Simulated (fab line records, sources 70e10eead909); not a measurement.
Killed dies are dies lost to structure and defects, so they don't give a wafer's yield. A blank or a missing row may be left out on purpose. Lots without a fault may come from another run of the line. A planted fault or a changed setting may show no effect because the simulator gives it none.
Chamber matching | flow nand_harc | NHARC_A_WL_FILL_ALD_19 on ald_metal-02: 4 sister chambers
The step deposits TiN, target thk 2 nm, pulse time 3 s, ald cycles 100. 8 wafers are shown with their chamber, then 7 later ones without.

WAFERS WITH THEIR CHAMBER
wafer  | chamber | heater_power_w (W) | precursor_pulse_height_rel
L076.5 | 0       | 1161               | 1.002
L079.4 | 0       | 1133               | 0.997
L079.5 | 2       | 1029               | 1.020
L082.1 | 1       | 1054               | 0.988
L082.2 | 3       | 1015               | 1.043
L082.3 | 2       | 1036               | 1.027
L083.1 | 3       | 1044               | 0.985
L083.3 | 1       | 1040               | 1.000

WAFERS WITHOUT THEIR CHAMBER
wafer  | heater_power_w (W) | precursor_pulse_height_rel
L083.6 | 1033               | 1.047
L084.1 | 1068               | 1.006
L084.2 | 1053               | 1.044
L084.5 | 1018               | 1.024
L094.3 | 1014               | 0.988
L094.5 | 1060               | 1.001
L094.6 | 1012               | 1.003

WHICH CHAMBER EACH WENT THROUGH
wafer  | from the rows above          | in truth
L083.6 | can't be placed: 2 or 3 or 1 | 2
L084.1 | can't be placed: 1 or 2 or 3 | 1
L084.2 | can't be placed: 2 or 3 or 1 | 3
L084.5 | can't be placed: 3 or 2 or 1 | 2
L094.3 | can't be placed: 3 or 2 or 1 | 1
L094.5 | can't be placed: 1 or 3 or 2 | 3
L094.6 | can't be placed: 3 or 2 or 1 | 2
Placed correctly: 0 of 7. Can't be placed from these rows: 7 (the true chamber is among the candidates in 7). Placed wrongly: 0.
How it was worked out, from the rows above alone: a wafer's distance from a chamber is the root of the sum, over the readings, of the square of ((its reading less the chamber's mean) divided by the reading's scatter). The wafer belongs to the nearest chamber; if the next one is less than 2 further off, it can't be placed. A chamber's mean is the mean of its shown wafers. The scatter: the root of (the sum of the squares of (reading less its chamber's mean) over the shown wafers, divided by (wafers less chambers)).
